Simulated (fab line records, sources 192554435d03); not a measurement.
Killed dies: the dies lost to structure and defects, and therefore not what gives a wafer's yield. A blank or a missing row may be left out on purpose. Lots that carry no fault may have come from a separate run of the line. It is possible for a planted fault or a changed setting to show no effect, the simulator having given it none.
The tool behind it: which one? || flow n5Finfet || 10 lots, 29 wafers sampled, at 5 steps of a route of 1938

WHAT THE GAUGES READ, wafer by wafer
N5_GATE_CUT_OVL_MEAS_14. Usual: GATE_CUT_OVL typically reads 0.1 nm, with standard deviation 0.7.
{"lot": "L672", "measured": "day 5 04:43", "on": "overlay-01", "GATE_CUT_OVL (nm)": "0.2 1.7 0.2", "flag": ""}
{"lot": "L676", "measured": "day 6 03:28", "on": "overlay-02", "GATE_CUT_OVL (nm)": "-0.6 -1.2", "flag": ""}
{"lot": "L678", "measured": "day 6 14:27", "on": "overlay-01", "GATE_CUT_OVL (nm)": "-0.8 -1.4 -1.6", "flag": ""}
{"lot": "L685", "measured": "day 8 08:14", "on": "overlay-01", "GATE_CUT_OVL (nm)": "0.6 -0.2 1.0", "flag": ""}
{"lot": "L686", "measured": "day 8 19:35", "on": "overlay-02", "GATE_CUT_OVL (nm)": "0.1 0.4 0.4", "flag": ""}
{"lot": "L688", "measured": "day 9 03:46", "on": "overlay-02", "GATE_CUT_OVL (nm)": "-0.1 -0.4 -0.4", "flag": ""}
{"lot": "L689", "measured": "day 9 06:33", "on": "overlay-02", "GATE_CUT_OVL (nm)": "0.2 1.4 1.1", "flag": ""}
{"lot": "L691", "measured": "day 9 17:02", "on": "overlay-01", "GATE_CUT_OVL (nm)": "0.1 0.0 1.7", "flag": ""}
{"lot": "L692", "measured": "day 10 02:42", "on": "overlay-01", "GATE_CUT_OVL (nm)": "1.1 0.6 0.8", "flag": ""}
{"lot": "L693", "measured": "day 10 06:11", "on": "overlay-01", "GATE_CUT_OVL (nm)": "0.5 0.6 0.4", "flag": ""}

N5_BEOL_M4_RC_MEAS_101. Usual: DIBL_N 36.4 mV/V, standard deviation 1.5; DIBL_P 36.6 mV/V, standard deviation 1.9; IOFF_N 0.155 nA/um, standard deviation 0.021; IOFF_P 0.211 nA/um, standard deviation 0.028; ION_N 671 uA/um, standard deviation 8.6; ION_P 462 uA/um, standard deviation 5.8; SS_N 71.5 mV/dec, standard deviation 0.5; SS_P 73.4 mV/dec, standard deviation 0.58; VT_N 250.1 mV, standard deviation 2.4; VT_P -250.1 mV, standard deviation 3.
{"lot": "L672", "measured": "day 8 10:45", "on": "prober-01", "DIBL_N (mV/V)": "36.4 36.8 36.8", "DIBL_P (mV/V)": "37.3 37.6 38.0", "IOFF_N (nA/um)": "0.155 0.159 0.158", "IOFF_P (nA/um)": "0.241 0.256 0.251", "ION_N (uA/um)": "671 664 675", "ION_P (uA/um)": "472 466 469", "SS_N (mV/dec)": "71.1 70.7 71.4", "SS_P (mV/dec)": "73.9 73.5 74.1", "VT_N (mV)": "248.2 248.4 250.2", "VT_P (mV)": "-247.0 -247.3 -246.1", "flag": ""}
{"lot": "L676", "measured": "day 9 16:19", "on": "prober-02", "DIBL_N (mV/V)": "34.8 36.1", "DIBL_P (mV/V)": "33.9 36.1", "IOFF_N (nA/um)": "0.126 0.144", "IOFF_P (nA/um)": "0.179 0.205", "ION_N (uA/um)": "664 669", "ION_P (uA/um)": "459 462", "SS_N (mV/dec)": "71.2 71.3", "SS_P (mV/dec)": "72.0 73.7", "VT_N (mV)": "250.4 252.1", "VT_P (mV)": "-253.1 -252.4", "flag": ""}
{"lot": "L678", "measured": "day 9 22:48", "on": "prober-01", "DIBL_N (mV/V)": "35.8 37.2 34.7", "DIBL_P (mV/V)": "36.1 38.0 35.6", "IOFF_N (nA/um)": "0.159 0.187 0.134", "IOFF_P (nA/um)": "0.205 0.236 0.195", "ION_N (uA/um)": "677 683 658", "ION_P (uA/um)": "461 462 456", "SS_N (mV/dec)": "71.3 71.7 70.5", "SS_P (mV/dec)": "73.3 73.5 73.3", "VT_N (mV)": "249.3 245.6 251.4", "VT_P (mV)": "-251.5 -248.7 -252.2", "flag": ""}
{"lot": "L685", "measured": "day 11 13:08", "on": "prober-02", "DIBL_N (mV/V)": "36.7 37.1 37.5", "DIBL_P (mV/V)": "36.3 36.5 38.4", "IOFF_N (nA/um)": "0.153 0.157 0.169", "IOFF_P (nA/um)": "0.211 0.212 0.252", "ION_N (uA/um)": "667 678 690", "ION_P (uA/um)": "461 467 474", "SS_N (mV/dec)": "71.8 71.4 71.5", "SS_P (mV/dec)": "73.5 73.0 74.4", "VT_N (mV)": "250.2 248.7 245.7", "VT_P (mV)": "-251.3 -250.3 -248.6", "flag": ""}
{"lot": "L686", "measured": "day 12 09:46", "on": "prober-01", "DIBL_N (mV/V)": "37.7 37.2 38.2", "DIBL_P (mV/V)": "37.4 37.2 38.3", "IOFF_N (nA/um)": "0.158 0.149 0.169", "IOFF_P (nA/um)": "0.238 0.240 0.260", "ION_N (uA/um)": "669 665 671", "ION_P (uA/um)": "463 462 471", "SS_N (mV/dec)": "72.0 71.5 71.9", "SS_P (mV/dec)": "73.7 73.4 73.4", "VT_N (mV)": "249.9 249.9 249.4", "VT_P (mV)": "-249.9 -250.2 -246.3", "flag": ""}
{"lot": "L688", "measured": "day 12 13:58", "on": "prober-02", "DIBL_N (mV/V)": "36.0 34.9 35.9", "DIBL_P (mV/V)": "38.0 37.0 38.0", "IOFF_N (nA/um)": "0.171 0.152 0.169", "IOFF_P (nA/um)": "0.222 0.204 0.232", "ION_N (uA/um)": "670 670 677", "ION_P (uA/um)": "463 466 467", "SS_N (mV/dec)": "71.5 71.0 71.0", "SS_P (mV/dec)": "73.3 72.7 73.0", "VT_N (mV)": "250.0 250.4 249.7", "VT_P (mV)": "-248.7 -249.4 -247.9", "flag": ""}
{"lot": "L689", "measured": "day 12 16:26", "on": "prober-01", "DIBL_N (mV/V)": "36.9 37.9 37.3", "DIBL_P (mV/V)": "37.3 38.5 37.8", "IOFF_N (nA/um)": "0.160 0.186 0.171", "IOFF_P (nA/um)": "0.221 0.218 0.209", "ION_N (uA/um)": "665 686 677", "ION_P (uA/um)": "459 461 460", "SS_N (mV/dec)": "71.8 71.9 71.3", "SS_P (mV/dec)": "73.4 73.7 73.5", "VT_N (mV)": "252.5 247.3 247.6", "VT_P (mV)": "-247.9 -250.5 -250.5", "flag": ""}
{"lot": "L691", "measured": "day 13 15:49", "on": "prober-01", "DIBL_N (mV/V)": "39.8 39.0 38.5", "DIBL_P (mV/V)": "41.7 41.0 39.3", "IOFF_N (nA/um)": "0.233 0.208 0.171", "IOFF_P (nA/um)": "0.282 0.272 0.232", "ION_N (uA/um)": "702 686 672", "ION_P (uA/um)": "480 467 463", "SS_N (mV/dec)": "72.2 72.0 71.9", "SS_P (mV/dec)": "74.6 74.7 73.8", "VT_N (mV)": "243.9 247.7 251.6", "VT_P (mV)": "-246.3 -247.1 -249.3", "flag": ""}
{"lot": "L692", "measured": "day 13 09:25", "on": "prober-01", "DIBL_N (mV/V)": "32.6 34.9 34.2", "DIBL_P (mV/V)": "33.7 35.5 34.8", "IOFF_N (nA/um)": "0.128 0.152 0.143", "IOFF_P (nA/um)": "0.168 0.209 0.188", "ION_N (uA/um)": "670 677 679", "ION_P (uA/um)": "469 471 467", "SS_N (mV/dec)": "71.4 71.3 71.7", "SS_P (mV/dec)": "72.8 73.7 73.1", "VT_N (mV)": "252.5 249.9 251.6", "VT_P (mV)": "-250.6 -246.6 -253.1", "flag": ""}
{"lot": "L693", "measured": "day 13 20:34", "on": "prober-02", "DIBL_N (mV/V)": "37.5 36.8 38.2", "DIBL_P (mV/V)": "37.3 37.3 38.1", "IOFF_N (nA/um)": "0.160 0.155 0.175", "IOFF_P (nA/um)": "0.168 0.173 0.183", "ION_N (uA/um)": "675 675 691", "ION_P (uA/um)": "452 458 461", "SS_N (mV/dec)": "72.1 70.9 71.8", "SS_P (mV/dec)": "73.6 73.6 73.1", "VT_N (mV)": "248.8 248.2 247.3", "VT_P (mV)": "-257.4 -256.5 -256.1", "flag": ""}

TOOL THAT RAN EACH LOT (tool first, then ch and the chambers of the sampled wafers, then the start)
{"lot": "L672", "N5_GATE_CUT_ETCH_56": "rieMetal-03 ch 0,1, day 5 00:33", "N5_GATE_CUT_CMP_02": "cmp-02 ch 0,2,3, day 5 04:01", "N5_GATE_CUT_COAT_27": "lithoTrack-03 ch 0, day 5 04:25"}
{"lot": "L676", "N5_GATE_CUT_ETCH_56": "rieMetal-01 ch 0,1, day 5 23:47", "N5_GATE_CUT_CMP_02": "cmp-02 ch 0,3, day 6 02:53", "N5_GATE_CUT_COAT_27": "lithoTrack-05 ch 0, day 6 03:08"}
{"lot": "L678", "N5_GATE_CUT_ETCH_56": "rieMetal-01 ch 0,1, day 6 10:52", "N5_GATE_CUT_CMP_02": "cmp-02 ch 2,3, day 6 13:40", "N5_GATE_CUT_COAT_27": "lithoTrack-05 ch 0, day 6 14:01"}
{"lot": "L685", "N5_GATE_CUT_ETCH_56": "rieMetal-02 ch 0,1, day 8 04:46", "N5_GATE_CUT_CMP_02": "cmp-04 ch 0,1, day 8 07:34", "N5_GATE_CUT_COAT_27": "lithoTrack-01 ch 0, day 8 07:56"}
{"lot": "L686", "N5_GATE_CUT_ETCH_56": "rieMetal-02 ch 0,1, day 8 14:22", "N5_GATE_CUT_CMP_02": "cmp-02 ch 0,1,3, day 8 18:53", "N5_GATE_CUT_COAT_27": "lithoTrack-01 ch 0, day 8 19:17"}
{"lot": "L688", "N5_GATE_CUT_ETCH_56": "rieMetal-01 ch 0,1, day 8 23:59", "N5_GATE_CUT_CMP_02": "cmp-04 ch 1,2,3, day 9 02:59", "N5_GATE_CUT_COAT_27": "lithoTrack-05 ch 0, day 9 03:20"}
{"lot": "L689", "N5_GATE_CUT_ETCH_56": "rieMetal-03 ch 0,1, day 9 02:58", "N5_GATE_CUT_CMP_02": "cmp-04 ch 0,1,3, day 9 05:43", "N5_GATE_CUT_COAT_27": "lithoTrack-01 ch 0, day 9 06:08"}
{"lot": "L691", "N5_GATE_CUT_ETCH_56": "rieMetal-02 ch 1, day 9 13:18", "N5_GATE_CUT_CMP_02": "cmp-02 ch 1,2,3, day 9 16:13", "N5_GATE_CUT_COAT_27": "lithoTrack-01 ch 0, day 9 16:37"}
{"lot": "L692", "N5_GATE_CUT_ETCH_56": "rieMetal-03 ch 0,1, day 9 23:05", "N5_GATE_CUT_CMP_02": "cmp-02 ch 1,3, day 10 01:52", "N5_GATE_CUT_COAT_27": "lithoTrack-05 ch 0, day 10 02:14"}
{"lot": "L693", "N5_GATE_CUT_ETCH_56": "rieMetal-03 ch 0,1, day 10 02:44", "N5_GATE_CUT_CMP_02": "cmp-03 ch 2,3, day 10 05:27", "N5_GATE_CUT_COAT_27": "lithoTrack-01 ch 0, day 10 05:53"}
- N5_GATE_CUT_ETCH_56: etches TiN in Cl2/Ar, target depth 21.6 nm.
- N5_GATE_CUT_CMP_02: polishes, stops on SiO2, t overpolish 12.7 s, target thk 0 nm.
- N5_GATE_CUT_COAT_27: time 60 s, resist thk 10 nm.

AS READ BY THE TOOLS THEMSELVES (means over the sampled wafers that have a number; for cases with no such wafer, the mark the record gives instead)
N5_GATE_CUT_ETCH_56. Usual: drypumpMotorCurrentA 5.48 A, standard deviation 0.18; oesProductAu 0.75 a.u., standard deviation 0.11; throttleValvePct 20.91 %, standard deviation 0.13.
{"lot": "L672", "tool": "rieMetal-03", "drypumpMotorCurrentA (A)": 5.39, "oesProductAu (a.u.)": 0.64, "throttleValvePct (%)": 20.94, "flag": ""}
{"lot": "L676", "tool": "rieMetal-01", "drypumpMotorCurrentA (A)": 5.42, "oesProductAu (a.u.)": 0.78, "throttleValvePct (%)": 20.90, "flag": ""}
{"lot": "L678", "tool": "rieMetal-01", "drypumpMotorCurrentA (A)": 5.42, "oesProductAu (a.u.)": 0.81, "throttleValvePct (%)": 20.91, "flag": ""}
{"lot": "L685", "tool": "rieMetal-02", "drypumpMotorCurrentA (A)": 5.46, "oesProductAu (a.u.)": 0.69, "throttleValvePct (%)": 20.83, "flag": ""}
{"lot": "L686", "tool": "rieMetal-02", "drypumpMotorCurrentA (A)": 5.61, "oesProductAu (a.u.)": 0.75, "throttleValvePct (%)": 20.92, "flag": ""}
{"lot": "L688", "tool": "rieMetal-01", "drypumpMotorCurrentA (A)": 5.42, "oesProductAu (a.u.)": 0.79, "throttleValvePct (%)": 20.93, "flag": ""}
{"lot": "L689", "tool": "rieMetal-03", "drypumpMotorCurrentA (A)": 5.39, "oesProductAu (a.u.)": 0.79, "throttleValvePct (%)": 20.94, "flag": ""}
{"lot": "L691", "tool": "rieMetal-02", "drypumpMotorCurrentA (A)": 5.77, "oesProductAu (a.u.)": 0.82, "throttleValvePct (%)": 21.02, "flag": ""}
{"lot": "L692", "tool": "rieMetal-03", "drypumpMotorCurrentA (A)": 5.39, "oesProductAu (a.u.)": 0.79, "throttleValvePct (%)": 20.93, "flag": ""}
{"lot": "L693", "tool": "rieMetal-03", "drypumpMotorCurrentA (A)": 5.39, "oesProductAu (a.u.)": 0.86, "throttleValvePct (%)": 20.80, "flag": ""}

N5_GATE_CUT_CMP_02. Usual: motorCurrentA 9.0 A, standard deviation 0.86; overpolishRunS 12.700 s, standard deviation 0.0099; slurryFilterDpKPa 13.49 kPa, standard deviation 0.14; timeToEndpointS 26.2 s, standard deviation 1.8.
{"lot": "L672", "tool": "cmp-02", "motorCurrentA (A)": 9.1, "overpolishRunS (s)": 12.698, "slurryFilterDpKPa (kPa)": 13.57, "timeToEndpointS (s)": 25.0, "flag": ""}
{"lot": "L676", "tool": "cmp-02", "motorCurrentA (A)": 9.4, "overpolishRunS (s)": 12.707, "slurryFilterDpKPa (kPa)": 13.41, "timeToEndpointS (s)": 28.2, "flag": ""}
{"lot": "L678", "tool": "cmp-02", "motorCurrentA (A)": 9.3, "overpolishRunS (s)": 12.699, "slurryFilterDpKPa (kPa)": 13.58, "timeToEndpointS (s)": 27.1, "flag": ""}
{"lot": "L685", "tool": "cmp-04", "motorCurrentA (A)": 8.1, "overpolishRunS (s)": 12.696, "slurryFilterDpKPa (kPa)": 13.40, "timeToEndpointS (s)": 26.3, "flag": ""}
{"lot": "L686", "tool": "cmp-02", "motorCurrentA (A)": 9.6, "overpolishRunS (s)": 12.705, "slurryFilterDpKPa (kPa)": 13.61, "timeToEndpointS (s)": 26.0, "flag": ""}
{"lot": "L688", "tool": "cmp-04", "motorCurrentA (A)": 9.0, "overpolishRunS (s)": 12.703, "slurryFilterDpKPa (kPa)": 13.41, "timeToEndpointS (s)": 27.6, "flag": ""}
{"lot": "L689", "tool": "cmp-04", "motorCurrentA (A)": 8.1, "overpolishRunS (s)": 12.700, "slurryFilterDpKPa (kPa)": 13.51, "timeToEndpointS (s)": 25.5, "flag": ""}
{"lot": "L691", "tool": "cmp-02", "motorCurrentA (A)": 9.5, "overpolishRunS (s)": 12.696, "slurryFilterDpKPa (kPa)": 13.54, "timeToEndpointS (s)": 23.1, "flag": ""}
{"lot": "L692", "tool": "cmp-02", "motorCurrentA (A)": 9.6, "overpolishRunS (s)": 12.701, "slurryFilterDpKPa (kPa)": 13.56, "timeToEndpointS (s)": 25.0, "flag": ""}
{"lot": "L693", "tool": "cmp-03", "motorCurrentA (A)": 9.4, "overpolishRunS (s)": 12.694, "slurryFilterDpKPa (kPa)": 13.51, "timeToEndpointS (s)": 29.1, "flag": ""}

N5_GATE_CUT_COAT_27. Usual: spinSpeedRpm reads 1499.9 rpm (standard deviation 0.88).
{"lot": "L672", "tool": "lithoTrack-03", "spinSpeedRpm (rpm)": 1500.0, "flag": ""}
{"lot": "L676", "tool": "lithoTrack-05", "spinSpeedRpm (rpm)": 1464.3, "flag": "OFF"}
{"lot": "L678", "tool": "lithoTrack-05", "spinSpeedRpm (rpm)": 1464.1, "flag": "OFF"}
{"lot": "L685", "tool": "lithoTrack-01", "spinSpeedRpm (rpm)": 1500.0, "flag": ""}
{"lot": "L686", "tool": "lithoTrack-01", "spinSpeedRpm (rpm)": 1500.6, "flag": ""}
{"lot": "L688", "tool": "lithoTrack-05", "spinSpeedRpm (rpm)": 1500.9, "flag": ""}
{"lot": "L689", "tool": "lithoTrack-01", "spinSpeedRpm (rpm)": 1499.2, "flag": ""}
{"lot": "L691", "tool": "lithoTrack-01", "spinSpeedRpm (rpm)": 1501.0, "flag": ""}
{"lot": "L692", "tool": "lithoTrack-05", "spinSpeedRpm (rpm)": 1500.3, "flag": ""}
{"lot": "L693", "tool": "lithoTrack-01", "spinSpeedRpm (rpm)": 1499.4, "flag": ""}

THE ANSWER, worked out from the rows above alone
Rule: a lot is off if the mean of its wafers that have a number lies more than 3 standard deviations from the usual mean. A lot without any number at a reading at which 4 lots or more have one is off too. The other lots that the step has rows for count as sound. Order of review: gauges by route order, followed by the tools' own readings, for which a lot's mean as printed above is used. At the first step where some lot is off, the reading lying furthest off is the one used; lots without a number count as furthest.
Off: L676, L678 (N5_GATE_CUT_COAT_27, spinSpeedRpm).
A tool fits if, at that step or a process step before it, it ran every lot that is off, and no sound lot after the first of them. Of those tried, none fits.

WHAT HAD BEEN PUT IN BY THE SIMULATOR
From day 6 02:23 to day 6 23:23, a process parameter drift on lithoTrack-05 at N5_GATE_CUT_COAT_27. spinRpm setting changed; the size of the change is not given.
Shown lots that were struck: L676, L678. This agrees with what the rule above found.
